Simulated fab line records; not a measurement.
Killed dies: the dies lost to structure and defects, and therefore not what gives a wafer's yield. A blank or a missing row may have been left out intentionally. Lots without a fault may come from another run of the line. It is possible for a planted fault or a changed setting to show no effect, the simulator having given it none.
fab line records	flow n5-finfet
record lots=9	wafers=27	last-day=16
route steps=1938 shown BEOL_M1@761 BEOL_M4@1111 PASSIVATION@1909
lots untouched by any fault: they come from a run of this same line in which no faults occurred
start-h: hours from the record's first day to the start of the lot's first wafer shown	wait-h: hours since the lot's step before	" same as the row above	L1.1+2: one row covering several wafers at once	- value missing, or start not given	* or withheld: withheld	< > ~ a bound
route shown NAME@n: names a module that has steps shown in the file, with the first one's number in the route	usual: the fault-free wafers' mean and standard deviation	same: alike in all rows	chamber/n: place in a boat	sites: the reading at each site	_std_site: their standard deviation	_edge_site: mean of outer sites minus mean of inner sites	radius-mm: for every site, how far away it sits from the centre of the wafer	mask NAME#n: copy n	behind: the tool/chamber that last shaped the wafer	hold: why the lot was held/for how many hours/how that ended	device: names the non-switching transistor (n, p or np)	end of line: the tests these same wafers got at the end of their route	step lacking rows: just its recipe	killed: not the wafer's yield, but the dies lost to structure and defects at the first sort	map: per-die view of a wafer (x killed, . not killed, _ where there is no die)
set.NAME: setting as actually run; set.NAME@STEP: the setting as run at that earlier step	model.NAME: the simulator's own value behind a step, which no gauge read
a sample of lots followed through the steps of the route, with each step as a table and each wafer as a row
services: the hour from which a tool's chamber was out of use, counted from the record's first day as start-h (under 0 if before that day), plus the number of hours and why
## steps
# step N5_BEOL_M1_EXPOSE_08
# recipe mask-id=M1	na=0.33	source-shape=dipole	sigma-inner=0.369	sigma-outer=0.767	polarization=unpolarized	dose-mj=33
# same na=0.33	sigma-outer=0.767
lot.wafer	tool	chamber	start-h	wait-h	mask
L194.1+2+4	euv-scanner-02	0	126.36	-	M1#0
L196.1+5+6	euv-scanner-01	0	140.17	-	M1#0
L202.1+3+5	euv-scanner-01	0	177.93	-	M1#0
L203.1+3+6	euv-scanner-01	0	182.81	-	M1#0
L208.1+3+6	euv-scanner-02	0	210.29	-	M1#0
L210.1+5+6	euv-scanner-02	0	219.67	-	M1#0
L211.1+2+3	euv-scanner-02	0	232.92	-	M1#0
L212.1+2+4	euv-scanner-02	0	235.94	-	M1#0
L213.2+4+6	euv-scanner-02	0	240.31	-	M1#0
# step N5_BEOL_M4_RC_MEAS_101
# usual DIBL_N=36.4/1.5	DIBL_P=36.6/1.9	IOFF_N=0.155/0.021	IOFF_P=0.211/0.028	ION_N=671/8.6	ION_P=462/5.8	SS_N=71.5/0.5	SS_P=73.4/0.58	VT_N=250.1/2.4	VT_P=-250.1/3
lot.wafer	tool	chamber	start-h	wait-h	DIBL_N[mV/V]	DIBL_P[mV/V]	IOFF_N[nA/um]	IOFF_P[nA/um]	ION_N[uA/um]	ION_P[uA/um]	SS_N[mV/dec]	SS_P[mV/dec]	VT_N[mV]	VT_P[mV]
L194.1	prober-01	0	176.48	0.0	35.7	35.7	0.152	0.207	677	464	71.3	73.3	249.9	-250.3
L194.2	"	0	"	"	36.7	36.6	0.157	0.215	676	468	71.8	73.8	249.4	-251.7
L194.4	"	0	"	"	35.8	35.5	0.149	0.198	664	460	71.7	74.5	251.1	-249.5
L196.1	prober-01	0	186.47	0.0	37.2	39.2	0.161	0.217	673	462	71.3	73.6	252.4	-251.4
L196.5	"	0	"	"	38.2	39.4	0.176	0.220	674	460	72.0	73.9	250.6	-250.6
L196.6	"	0	"	"	34.9	36.1	0.127	0.173	660	453	71.1	72.8	256.3	-252.3
L202.1	prober-02	0	224.30	0.0	37.3	36.8	0.157	0.208	676	460	71.5	73.1	250.6	-246.9
L202.3	"	0	"	"	36.9	34.5	0.142	0.175	670	454	71.5	72.3	249.8	-251.8
L202.5	"	0	"	"	38.4	37.2	0.170	0.222	679	466	71.0	73.1	250.6	-248.8
L203.1	prober-02	0	230.69	0.0	35.1	37.2	0.155	0.237	672	468	71.5	73.1	249.5	-246.7
L203.3	"	0	"	"	34.4	36.2	0.144	0.221	669	458	71.2	73.0	250.6	-246.5
L203.6	"	0	"	"	33.7	35.3	0.133	0.204	662	461	71.7	72.8	252.6	-252.6
L208.1	prober-02	0	253.13	0.0	36.7	36.3	0.153	0.211	667	461	71.8	73.5	250.2	-251.3
L208.3	"	0	"	"	37.1	36.5	0.157	0.212	678	467	71.4	73.0	248.7	-250.3
L208.6	"	0	"	"	37.5	38.4	0.169	0.252	690	474	71.5	74.4	245.7	-248.6
L210.1	prober-01	0	268.67	0.0	37.4	37.4	0.165	0.216	673	456	72.4	73.7	249.8	-250.1
L210.5	"	0	"	"	37.3	37.3	0.157	0.215	661	459	72.3	73.1	250.2	-250.8
L210.6	"	0	"	"	37.6	37.9	0.167	0.225	669	466	71.7	73.4	250.1	-247.8
L211.1	prober-02	0	277.96	0.0	36.0	38.0	0.171	0.222	670	463	71.5	73.3	250.0	-248.7
L211.2	"	0	"	"	34.9	37.0	0.152	0.204	670	466	71.0	72.7	250.4	-249.4
L211.3	"	0	"	"	35.9	38.0	0.169	0.232	677	467	71.0	73.0	249.7	-247.9
L212.1	prober-01	0	280.43	0.0	36.9	37.3	0.160	0.221	665	459	71.8	73.4	252.5	-247.9
L212.2	"	0	"	"	37.9	38.5	0.186	0.218	686	461	71.9	73.7	247.3	-250.5
L212.4	"	0	"	"	37.3	37.8	0.171	0.209	677	460	71.3	73.5	247.6	-250.5
L213.2	prober-01	0	284.11	0.2	36.3	36.7	0.151	0.195	665	456	71.5	73.4	249.9	-251.6
L213.4	"	0	"	"	37.1	38.9	0.177	0.230	673	466	71.9	74.6	247.2	-249.3
L213.6	"	0	"	"	36.7	37.9	0.158	0.207	665	453	72.0	74.0	250.0	-247.9
# step N5_PASSIVATION_AL_ETCH_33
# recipe chemistry=Cl2/BCl3	target-depth-a=28000	over-etch-frac=0.15	Cl2_flow_sccm=180	bcl3-flow-sccm=60	target=Al	stop-on=TaN	time-s=466.7	ion-energy-ev=100	pressure-mtorr=10	icp-w=900	bias-w=100
# usual drypump-motor-current-A=5.46/0.16	oes-product-au=0.71/0.083	throttle-valve-pct=34.38/0.18
lot.wafer	tool	chamber	start-h	wait-h	drypump-motor-current-A	oes-product-au	rf-hours-counter-h	throttle-valve-pct
L196.1	rie-metal-02	1	278.65	0.1	5.76	0.72	38	34.49
L196.5	"	1	"	"	5.80	0.72	-	34.49
L196.6	"	0	"	"	5.34	0.86	-	34.06
L194.1	rie-metal-01	1	284.44	0.1	5.41	0.63	86	34.37
L194.2	"	0	"	"	5.47	0.74	34	34.39
L194.4	"	1	"	"	5.40	0.63	-	34.36
L202.1	rie-metal-03	0	321.47	0.1	5.37	0.61	79	34.56
L202.3	"	0	"	"	5.38	0.61	-	34.57
L202.5	"	0	"	"	5.39	0.61	-	34.55
L203.1	rie-metal-02	0	321.95	0.1	5.30	0.84	9	34.05
L203.3	"	1	"	"	5.82	0.71	-	34.49
L203.6	"	0	"	"	5.28	0.83	-	34.05
L208.1	rie-metal-01	1	350.88	0.1	5.40	0.60	92	34.42
L208.3	"	1	"	"	5.41	0.61	-	34.44
L208.6	"	1	"	"	5.41	0.61	-	34.39
L210.1	rie-metal-02	1	374.61	0.1	5.82	0.70	46	34.49
L210.5	"	1	"	"	5.78	0.70	-	34.52
L210.6	"	0	"	"	5.32	0.81	-	34.02
L211.1	rie-metal-01	0	378.01	0.1	5.43	0.70	43	34.42
L211.2	"	1	"	"	5.42	0.60	94	34.42
L211.3	"	0	"	"	5.41	0.71	-	34.46
L213.2	rie-metal-01	1	382.32	0.1	5.40	0.60	95	34.44
L213.4	"	1	"	"	5.41	0.59	-	34.46
L213.6	"	1	"	"	5.41	0.60	-	34.40
L212.1	rie-metal-03	1	387.62	0.1	5.45	0.77	21	34.28
L212.2	"	0	"	"	5.37	0.60	85	34.55
L212.4	"	1	"	"	5.43	0.77	-	34.29
# step N5_PASSIVATION_STRIP_34
# recipe chemistry=O2	power-w=600	temp-c=60	pressure-mtorr=30	rf-frequency-hz=6e+07	bias-power-w=0	overash-fraction=2	o2-flow-sccm=225
# usual drypump-motor-current-A=5.7/0.53	o2-flow-sccm=225.0/0.69	oes-product-au=0.80/0.087	rf-vpp-V=3.6/1.4	showerhead-plenum-p-Torr=2.10/0.068	throttle-valve-pct=16.66/0.22
lot.wafer	tool	chamber	start-h	wait-h	drypump-motor-current-A	o2-flow-sccm	oes-product-au	rf-hours-counter-h	rf-vpp-V	showerhead-plenum-p-Torr	throttle-valve-pct
L196.1	rie-diel-04	2	279.17	0.1	6.5	223.6	0.85	49	3.6	2.22	16.64
L196.5	"	1	"	"	5.6	224.2	0.66	-	4.2	2.06	16.73
L196.6	"	0	"	"	5.6	225.1	0.90	-	5.1	2.06	16.73
L194.1	rie-diel-04	2	285.02	0.1	6.5	226.3	0.86	52	3.2	2.22	16.61
L194.2	"	0	"	"	5.6	225.5	0.90	21	3.2	2.06	16.68
L194.4	"	2	"	"	6.5	225.9	0.88	-	4.9	2.22	16.61
L203.1	rie-diel-01	3	322.54	0.2	5.8	226.4	0.84	82	4.0	2.13	16.68
L203.3	"	1	"	"	4.9	225.0	0.85	74	4.2	2.03	16.38
L203.6	"	2	"	"	5.5	224.7	0.68	-	5.8	2.07	16.59
L202.1	rie-diel-01	0	322.58	0.3	5.4	225.0	0.85	60	4.4	2.14	16.85
L202.3	"	2	"	"	5.5	225.9	0.70	229	3.0	2.07	16.67
L202.5	"	1	"	"	4.9	224.9	0.83	-	3.2	2.03	16.37
L208.1	rie-diel-04	3	351.40	0.1	5.6	224.7	1.02	0	1.9	2.23	16.09
L208.3	"	1	"	"	5.6	224.1	0.91	19	4.6	2.05	16.35
L208.6	"	2	"	"	6.5	225.0	0.85	-	2.9	2.21	16.64
L210.1	rie-diel-06	2	375.13	0.1	5.4	224.4	0.82	78	5.0	2.03	16.61
L210.5	"	3	"	"	6.8	224.4	0.70	-	3.7	2.16	16.96
L210.6	"	2	"	"	5.4	224.7	0.83	-	8.6	2.03	16.62
L211.1	rie-diel-01	2	378.53	0.1	5.5	225.4	0.65	248	1.5	2.06	16.70
L211.2	"	0	"	"	5.3	224.8	0.84	81	2.8	2.13	16.91
L211.3	"	1	"	"	4.9	225.2	0.81	94	1.3	2.02	16.39
L213.2	rie-diel-04	2	382.84	0.1	6.5	224.8	0.84	86	4.5	2.20	16.69
L213.4	"	1	"	"	5.6	224.2	0.90	-	3.1	2.05	16.33
L213.6	"	2	"	"	6.5	224.5	0.83	-	2.6	2.20	16.65
L212.1	rie-diel-06	2	388.17	0.1	5.4	225.7	0.82	83	2.5	2.03	16.59
L212.2	"	3	"	"	6.8	225.0	0.70	250	4.7	2.16	16.92
L212.4	"	0	"	"	5.6	225.5	0.69	222	2.3	2.16	16.91
# step N5_PASSIVATION_DESCUM_46
# recipe chemistry=O2	time-s=7.9	source-power-w=50	bias-power-w=20	pressure-mtorr=20	rf-frequency-hz=2.712e+07	temp-c=40	o2-flow-sccm=225
# usual drypump-motor-current-A=5.6/0.53	o2-flow-sccm=225.2/0.7	oes-product-au=0.80/0.077	rf-vpp-V=243.2/1.2	showerhead-plenum-p-Torr=2.09/0.056	throttle-valve-pct=20.42/0.23
lot.wafer	tool	chamber	start-h	wait-h	drypump-motor-current-A	o2-flow-sccm	oes-product-au	rf-hours-counter-h	rf-vpp-V	showerhead-plenum-p-Torr	throttle-valve-pct
L196.1	rie-diel-01	0	280.70	0.3	5.3	225.3	0.88	46	243.2	2.14	20.69
L196.5	"	2	"	"	5.5	225.3	0.71	-	243.5	2.07	20.32
L196.6	"	1	"	"	4.9	225.2	0.85	-	241.7	2.03	20.10
L194.1	rie-diel-06	3	286.27	0.0	6.8	225.9	0.72	210	245.3	2.17	20.65
L194.2	"	0	"	"	5.5	224.3	0.73	183	244.6	2.16	20.63
L194.4	"	3	"	"	6.8	226.1	0.72	-	244.1	2.17	20.65
L203.1	rie-diel-01	0	324.08	0.3	5.3	226.4	0.86	61	243.3	2.13	20.72
L203.3	"	2	"	"	5.5	225.2	0.69	229	241.0	2.06	20.34
L203.6	"	0	"	"	5.4	226.7	0.86	-	244.4	2.13	20.72
L202.1	rie-diel-06	0	324.15	0.3	5.5	225.9	0.71	201	244.3	2.16	20.66
L202.3	"	2	"	"	5.4	225.0	0.85	60	242.2	2.03	20.31
L202.5	"	1	"	"	5.3	225.1	0.94	-	241.9	2.04	20.01
L208.1	rie-diel-06	2	352.87	0.2	5.4	225.2	0.84	70	242.4	2.03	20.32
L208.3	"	1	"	"	5.4	226.0	0.91	15	242.0	2.04	20.02
L208.6	"	2	"	"	5.4	225.3	0.83	-	241.6	2.03	20.33
L210.1	rie-diel-06	2	376.26	0.0	5.4	225.7	0.82	78	243.7	2.03	20.35
L210.5	"	3	"	"	6.8	224.2	0.69	-	243.6	2.15	20.68
L210.6	"	2	"	"	5.4	224.6	0.83	-	241.8	2.03	20.34
L211.1	rie-diel-04	0	379.71	0.0	5.6	224.4	0.85	59	244.5	2.05	20.61
L211.2	"	2	"	"	6.5	225.0	0.82	84	245.2	2.20	20.43
L211.3	"	1	"	"	5.6	225.6	0.90	31	241.7	2.05	20.14
L213.2	rie-diel-01	2	384.21	0.1	5.5	224.5	0.67	249	242.7	2.06	20.37
L213.4	"	2	"	"	5.5	224.6	0.67	-	242.3	2.06	20.37
L213.6	"	0	"	"	5.3	226.1	0.82	-	243.1	2.12	20.75
L212.1	rie-diel-04	2	389.34	0.1	6.5	225.1	0.82	90	244.6	2.20	20.43
L212.2	"	1	"	"	5.6	225.5	0.88	37	242.0	2.04	20.14
L212.4	"	0	"	"	5.6	224.1	0.84	-	241.6	2.04	20.64
# step N5_PASSIVATION_PROBE_49
# usual defect-limited-yield=91.5/1.4	killed_at_M0_to_M3=33/10	killed_at_M4_up=13/5	killed-at-contacts=13/5.6	killed-at-front-end=38/12	killed-at-other=3.9/2.7	killed-dies=100/16	killed-on-rim=13/4	killed-open=66/13	killed-short=32/7.2	sort_bin_5_function=5.0/0.97	sort_bin_6_memory=3.2/0.61	sort-n-pass=1080/16	sort-yield-pct=91.5/1.4
# same gross-dies=1180	killed-at-back-side=0	sort_bin_4_leakage[%]=0	sort_bin_8_speed[%]=0
lot.wafer	tool	chamber	start-h	wait-h	defect-limited-yield[%]	killed_at_M0_to_M3	killed_at_M4_up	killed-at-contacts	killed-at-front-end	killed-at-other	killed-dies	killed-on-rim	killed-open	killed-short	sort_bin_5_function[%]	sort_bin_6_memory[%]	sort-n-pass	sort-yield-pct[%]
L203.1	prober-02	-	327.12	0.0	70.8	281	21	15	25	3	345	51	63	21	15.7	12.2	835	70.8
L203.3	prober-02	-	327.22	0.1	87.7	78	13	12	41	1	145	31	61	40	6.4	5.4	1035	87.7
L203.6	prober-02	-	327.37	0.3	80.3	141	18	23	44	6	232	30	80	37	11.6	7.2	948	80.3
L202.1	prober-01	-	329.83	0.0	69.3	267	17	15	61	2	362	39	94	33	18.8	11.2	818	69.3
L202.3	prober-01	-	329.93	0.1	85.8	84	17	13	52	2	168	22	96	28	8.5	5.3	1012	85.8
L202.5	prober-01	-	330.03	0.2	89.7	35	26	16	44	1	122	18	77	25	5.6	4.5	1058	89.7
# killed by level:class
L203.1 BEOL_M1:area-expose=259 MOL_CONTACT_COAG:geometric-particle:open=11 BEOL_M2:geometric-particle:open=9 BEOL_M4:geometric-particle:open=8 BEOL_M5:geometric-particle:open=6 BEOL_M1:geometric-particle:open=6 FIN_SAQP:geometric-particle:short=4 STI_FIN_REVEAL:geometric-particle:open=4
L203.3 BEOL_M1:area-expose=43 STI_FIN_REVEAL:geometric-particle:open=12 MOL_CONTACT_COAG:geometric-particle:open=8 FIN_SAQP:geometric-particle:short=7 BEOL_M0_SAQP:geometric-particle:short=7 BEOL_M1:geometric-particle:open=7 BEOL_M4:geometric-particle:open=7 BEOL_M0_SAQP:geometric-particle:open=6
L203.6 BEOL_M1:area-expose=113 STI_FIN_REVEAL:geometric-particle:open=18 MOL_CONTACT_COAG:geometric-particle:open=17 FIN_SAQP:geometric-particle:short=8 BEOL_M2:geometric-particle:open=7 MOL_CONTACT_COAG:geometric-particle:short=6 BEOL_M3:geometric-particle:open=6 STI_FIN_REVEAL:geometric-particle:short=5
L202.1 BEOL_M1:area-expose=234 STI_FIN_REVEAL:geometric-particle:open=35 MOL_CONTACT_COAG:geometric-particle:open=14 BEOL_M0_SAQP:geometric-particle:open=12 STI_FIN_REVEAL:geometric-particle:short=9 BEOL_M3:geometric-particle:open=5 FIN_SAQP:geometric-particle:short=4 GATE_CUT:geometric-particle:short=4
L202.3 BEOL_M1:area-expose=43 STI_FIN_REVEAL:geometric-particle:open=19 MOL_CONTACT_COAG:geometric-particle:open=13 BEOL_M0_SAQP:geometric-particle:open=10 BEOL_M1:geometric-particle:open=8 BEOL_M3:geometric-particle:open=8 BEOL_M5:geometric-particle:open=8 BEOL_M0_SAQP:geometric-particle:short=7
L202.5 BEOL_M1:area-expose=19 STI_FIN_REVEAL:geometric-particle:open=14 MOL_CONTACT_COAG:geometric-particle:open=14 BEOL_M5:geometric-particle:open=8 GATE_CUT:geometric-particle:open=7 BEOL_M6:geometric-particle:open=6 FIN_SAQP:geometric-particle:open=4 GATE_CUT:geometric-particle:short=4
## services
tool	chamber	start-h	hours	kind
rie-diel-01	-	104.58	0.5	repair
euv-scanner-02	-	108.96	1.0	pm
euv-scanner-02	-	109.97	4.6	pm
rie-metal-01	-	110.84	0.2	repair
euv-scanner-01	-	114.57	1.0	pm
euv-scanner-01	-	115.58	4.6	pm
rie-diel-06	0	118.56	6.0	repair
rie-metal-02	-	133.58	2.8	pm
euv-scanner-02	-	156.81	1.0	pm
euv-scanner-01	-	163.74	1.0	pm
euv-scanner-01	-	187.82	0.5	repair
euv-scanner-02	-	212.96	1.0	pm
rie-diel-04	1	217.32	5.2	repair
euv-scanner-01	-	219.89	1.0	pm
rie-diel-06	1	242.35	55.8	repair
rie-diel-04	0	265.68	8.2	repair
rie-diel-06	2	272.24	7.4	repair
euv-scanner-02	-	272.61	1.0	pm
euv-scanner-02	-	278.69	4.6	pm
rie-diel-04	2	302.97	9.8	repair
euv-scanner-02	-	336.66	1.0	pm
rie-diel-04	3	365.39	33.5	repair
rie-diel-01	3	375.61	9.6	repair
euv-scanner-02	-	381.41	1.0	pm
## key
first-sign step=N5_PASSIVATION_PROBE_49	reading=killed_at_M0_to_M3	direction=up	sigmas=11	usual=33	struck=148	wafers-moved=5
effect step=N5_PASSIVATION_PROBE_49	reading=sort-yield-pct	direction=down	sigmas=7.8	usual=91.5	struck=80.6	wafers-moved=5
more-kills-born-at N5_BEOL_M1_EXPOSE_08@euv-scanner-01=711
met-at N5_BEOL_M1_EXPOSE_08
struck-lots L202,L203
loop-trim step=N5_BEOL_M1_EXPOSE_08	setting=dose	lots=L202,L203
not-acting-at N5_PASSIVATION_AL_ETCH_33,N5_PASSIVATION_STRIP_34,N5_PASSIVATION_DESCUM_46
onset-between 140.17 177.93
fault kind=process-parameter-drift	tool=euv-scanner-01	chamber=-	onset-h=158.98	steps=N5_BEOL_M1_EXPOSE_08	channel=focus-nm	offset=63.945	spread-by-wafer=0.3	shape=step	end-h=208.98
# loop-trim: a control loop set the setting to another value than it would have without faults
